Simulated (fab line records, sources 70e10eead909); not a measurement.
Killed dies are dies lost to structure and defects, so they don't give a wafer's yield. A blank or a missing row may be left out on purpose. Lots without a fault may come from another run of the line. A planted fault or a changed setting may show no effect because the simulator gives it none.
Chamber matching | flow nand_harc | NHARC_A_STAIRCASE_DESCUM_312 on rie_diel-12: 4 sister chambers
The step chemistry O2, time 3 s. 4 wafers are shown with their chamber, then 11 later ones without.

WAFERS WITH THEIR CHAMBER
wafer  | chamber | showerhead_plenum_p_Torr (Torr)
L086.2 | 3       | 1.93
L089.1 | 0       | 1.95
L089.6 | 1       | 1.81
L091.4 | 2       | 1.84

WAFERS WITHOUT THEIR CHAMBER
wafer  | showerhead_plenum_p_Torr (Torr)
L091.5 | 1.93
L091.6 | 1.84
L094.2 | 1.92
L094.3 | 1.80
L094.5 | 1.84
L096.1 | 1.80
L096.4 | 1.84
L096.6 | 1.95
L095.1 | 1.92
L095.4 | 1.80
L095.6 | 1.80

WHICH CHAMBER EACH WENT THROUGH
wafer  | from the rows above | in truth
L091.5 | 3                   | 3
L091.6 | 2                   | 2
L094.2 | 3                   | 3
L094.3 | 1                   | 1
L094.5 | 2                   | 2
L096.1 | 1                   | 1
L096.4 | 2                   | 2
L096.6 | 0                   | 0
L095.1 | 3                   | 3
L095.4 | 1                   | 1
L095.6 | 1                   | 1
Placed correctly: 11 of 11. Can't be placed from these rows: 0. Placed wrongly: 0.
How it was worked out, from the rows above alone: a wafer's distance from a chamber is the root of the sum, over the readings, of the square of ((its reading less the chamber's mean) divided by the reading's scatter). The wafer belongs to the nearest chamber; if the next one is less than 2 further off, it can't be placed. A chamber's mean is the mean of its shown wafers. The scatter: with one shown wafer a chamber, the root of the mean of the squares of how far each hidden wafer lies from its nearest shown one.
